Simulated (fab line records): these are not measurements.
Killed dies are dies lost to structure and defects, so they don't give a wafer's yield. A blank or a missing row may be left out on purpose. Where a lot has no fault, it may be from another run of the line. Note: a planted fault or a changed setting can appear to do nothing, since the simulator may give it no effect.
Matching of chambers || flow n5_finfet || 4 sister chambers for N5_BEOL_M4_ALD_84 on ald_metal-01
The step deposits TaN, pulse time 2 s, purge time 3 s, co reactant purge time 2 s. 24 wafers are shown with their chamber, then 12 later ones without.

WAFERS, EACH WITH ITS CHAMBER
{"wafer": "L074.2", "chamber": 2, "heater_power_w (W)": 444}
{"wafer": "L074.4", "chamber": 0, "heater_power_w (W)": 354}
{"wafer": "L074.6", "chamber": 1, "heater_power_w (W)": 361}
{"wafer": "L075.2", "chamber": 2, "heater_power_w (W)": 436}
{"wafer": "L075.4", "chamber": 0, "heater_power_w (W)": 363}
{"wafer": "L075.5", "chamber": 2, "heater_power_w (W)": 421}
{"wafer": "L081.2", "chamber": 0, "heater_power_w (W)": 354}
{"wafer": "L081.3", "chamber": 1, "heater_power_w (W)": 355}
{"wafer": "L081.4", "chamber": 3, "heater_power_w (W)": 423}
{"wafer": "L082.3", "chamber": 2, "heater_power_w (W)": 435}
{"wafer": "L082.5", "chamber": 0, "heater_power_w (W)": 361}
{"wafer": "L082.6", "chamber": 1, "heater_power_w (W)": 359}
{"wafer": "L083.1", "chamber": 0, "heater_power_w (W)": 351}
{"wafer": "L083.3", "chamber": 3, "heater_power_w (W)": 433}
{"wafer": "L083.5", "chamber": 1, "heater_power_w (W)": 364}
{"wafer": "L085.3", "chamber": 2, "heater_power_w (W)": 435}
{"wafer": "L085.4", "chamber": 1, "heater_power_w (W)": 367}
{"wafer": "L085.6", "chamber": 0, "heater_power_w (W)": 347}
{"wafer": "L089.2", "chamber": 2, "heater_power_w (W)": 431}
{"wafer": "L089.3", "chamber": 3, "heater_power_w (W)": 425}
{"wafer": "L089.5", "chamber": 2, "heater_power_w (W)": 436}
{"wafer": "L090.4", "chamber": 0, "heater_power_w (W)": 355}
{"wafer": "L090.5", "chamber": 1, "heater_power_w (W)": 357}
{"wafer": "L090.6", "chamber": 0, "heater_power_w (W)": 347}

SIGNATURES (means of the wafers above)
{"reading": "heater_power_w", "chamber 0": 354.00, "chamber 1": 360.50, "chamber 2": 434.00, "chamber 3": 427.00, "scatter within a chamber": 5.84}
Rule: a wafer lies at a distance from a chamber equal to the root of the sum of squares, over the readings, of (its reading less the chamber's mean, divided by the reading's scatter). The wafer belongs to the nearest chamber; if the next one is less than 2 further off, it can't be placed. The scatter: take each reading less its chamber's mean, square it, sum over the shown wafers, divide by the number of wafers less the number of chambers, and take the root.

WAFERS WITHOUT THEIR CHAMBER
{"wafer": "L094.1", "heater_power_w (W)": 353}
{"wafer": "L094.2", "heater_power_w (W)": 420}
{"wafer": "L094.6", "heater_power_w (W)": 430}
{"wafer": "L093.1", "heater_power_w (W)": 429}
{"wafer": "L093.2", "heater_power_w (W)": 357}
{"wafer": "L093.6", "heater_power_w (W)": 360}
{"wafer": "L096.1", "heater_power_w (W)": 444}
{"wafer": "L096.2", "heater_power_w (W)": 359}
{"wafer": "L096.4", "heater_power_w (W)": 430}
{"wafer": "L097.1", "heater_power_w (W)": 369}
{"wafer": "L097.2", "heater_power_w (W)": 358}
{"wafer": "L097.4", "heater_power_w (W)": 440}

CHAMBER TAKEN BY EACH
{"wafer": "L094.1", "from the rows above": "can't be placed: 0 or 1", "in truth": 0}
{"wafer": "L094.2", "from the rows above": "can't be placed: 3 or 2", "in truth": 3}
{"wafer": "L094.6", "from the rows above": "can't be placed: 3 or 2", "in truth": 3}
{"wafer": "L093.1", "from the rows above": "can't be placed: 3 or 2", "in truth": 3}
{"wafer": "L093.2", "from the rows above": "can't be placed: 0 or 1", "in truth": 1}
{"wafer": "L093.6", "from the rows above": "can't be placed: 1 or 0", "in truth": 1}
{"wafer": "L096.1", "from the rows above": "can't be placed: 2 or 3", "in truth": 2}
{"wafer": "L096.2", "from the rows above": "can't be placed: 1 or 0", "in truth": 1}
{"wafer": "L096.4", "from the rows above": "can't be placed: 3 or 2", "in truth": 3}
{"wafer": "L097.1", "from the rows above": "can't be placed: 1 or 0", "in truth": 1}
{"wafer": "L097.2", "from the rows above": "can't be placed: 1 or 0", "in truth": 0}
{"wafer": "L097.4", "from the rows above": "can't be placed: 2 or 3", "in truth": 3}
0 of 12 placed correctly. These rows do not allow placing 12 (true chamber among the candidates in 12). Number placed wrongly: 0.
